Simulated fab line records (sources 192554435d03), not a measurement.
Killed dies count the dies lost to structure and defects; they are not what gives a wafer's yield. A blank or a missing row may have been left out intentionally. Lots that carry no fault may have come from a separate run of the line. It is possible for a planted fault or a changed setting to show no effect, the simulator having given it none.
Which tool was responsible? ; flow n5Finfet ; Sampling: 9 lots, 26 wafers, 4 of 1938 route steps

## WHAT THE GAUGES SHOWED, per wafer
N5_BEOL_M4_RC_MEAS_101.
lot;measured;on;IOFF_N (nA/um)
L387;day 8 06:41;prober-02;0.13 0.16
L389;day 9 04:30;prober-02;0.18 0.15 0.15
L392;day 9 12:51;prober-01;0.23 0.17 0.12
L395;day 10 07:07;prober-01;0.47 0.36 0.29
L397;day 11 01:13;prober-01;0.36 0.43 0.47
L398;day 11 03:32;prober-01;0.19 0.13 0.16
L403;day 12 12:25;prober-01;0.18 0.13 0.19
L409;day 14 04:28;prober-02;0.11 0.10 0.18
L410;day 14 01:08;prober-01;0.15 0.26 0.08

## EACH LOT AND THE TOOL THAT RAN IT (in order: tool; ch and the chambers of the sampled wafers; start)
lot;N5_SD_EPI_P_ETCH_37;N5_SD_ACTIVATION_RTA_00;N5_SDB_HM_DEP_00
L387;rieDiel-05 ch 3, day 3 05:19;rtpAnneal-01 ch 0, day 3 10:00;pecvd-03 ch 1,2, day 3 17:22
L389;rieDiel-04 ch 2,3, day 3 17:15;rtpAnneal-02 ch 0, day 3 20:58;pecvd-03 ch 0,1, day 4 04:08
L392;rieDiel-04 ch 1,2,3, day 4 14:20;rtpAnneal-01 ch 0, day 4 19:54;pecvd-01 ch 0,1,2, day 5 04:00
L395;rieDiel-03 ch 0,1,2, day 5 08:14;rtpAnneal-02 ch 0, day 5 12:02;pecvd-01 ch 0,2, day 5 19:02
L397;rieDiel-04 ch 0,1,3, day 5 19:57;rtpAnneal-02 ch 0, day 5 23:36;pecvd-02 ch 0,1,2, day 6 06:56
L398;rieDiel-04 ch 0,2,3, day 6 07:04;rtpAnneal-01 ch 0, day 6 12:45;pecvd-01 ch 0,1,2, day 6 19:50
L403;rieDiel-04 ch 0,1,3, day 7 09:29;rtpAnneal-01 ch 0, day 7 13:17;pecvd-01 ch 0,2, day 7 20:51
L409;rieDiel-04 ch 0,3, day 8 22:53;rtpAnneal-01 ch 0, day 9 02:35;pecvd-03 ch 1,2, day 9 10:00
L410;rieDiel-04 ch 0,1,3, day 9 01:46;rtpAnneal-02 ch 0, day 9 05:29;pecvd-03 ch 0,1, day 9 12:30
- N5_SD_EPI_P_ETCH_37: etches SOC in N2/H2, overetch 108 nm, time 486 s.
- N5_SD_ACTIVATION_RTA_00: time 0 s.
- N5_SDB_HM_DEP_00: deposits SiNx from SiH4/NH3/N2, target thk 40 nm, time 35.3 s.

## THE ANSWER, worked out from the rows above alone
Rule: the usual values come from the lots themselves. Put in order of their means at a reading, lots are off if they are a third of the lots or fewer, leave a main group of 4 or more, and stand apart from it by a gap of 3 or more times the standard deviation of the main group's means; of several such gaps the widest counts. Not used: any main group whose means are identical at the precision the tables above print for the reading. A lot without any number at a reading at which 4 lots or more have one is off too. All remaining lots with rows at the step are treated as sound.
Off: L395, L397, seen at N5_BEOL_M4_RC_MEAS_101 (IOFF_N). The main group has a mean of 0.16 nA/um with a standard deviation of 0.014.
A tool fits if, at a process step before that reading, it ran every lot that is off, and no sound lot after the first of them. Those tools and the gauges at N5_BEOL_M4_RC_MEAS_101 are tried in the same way. No candidate that was tried fits.

## WHAT HAD BEEN PUT IN BY THE SIMULATOR
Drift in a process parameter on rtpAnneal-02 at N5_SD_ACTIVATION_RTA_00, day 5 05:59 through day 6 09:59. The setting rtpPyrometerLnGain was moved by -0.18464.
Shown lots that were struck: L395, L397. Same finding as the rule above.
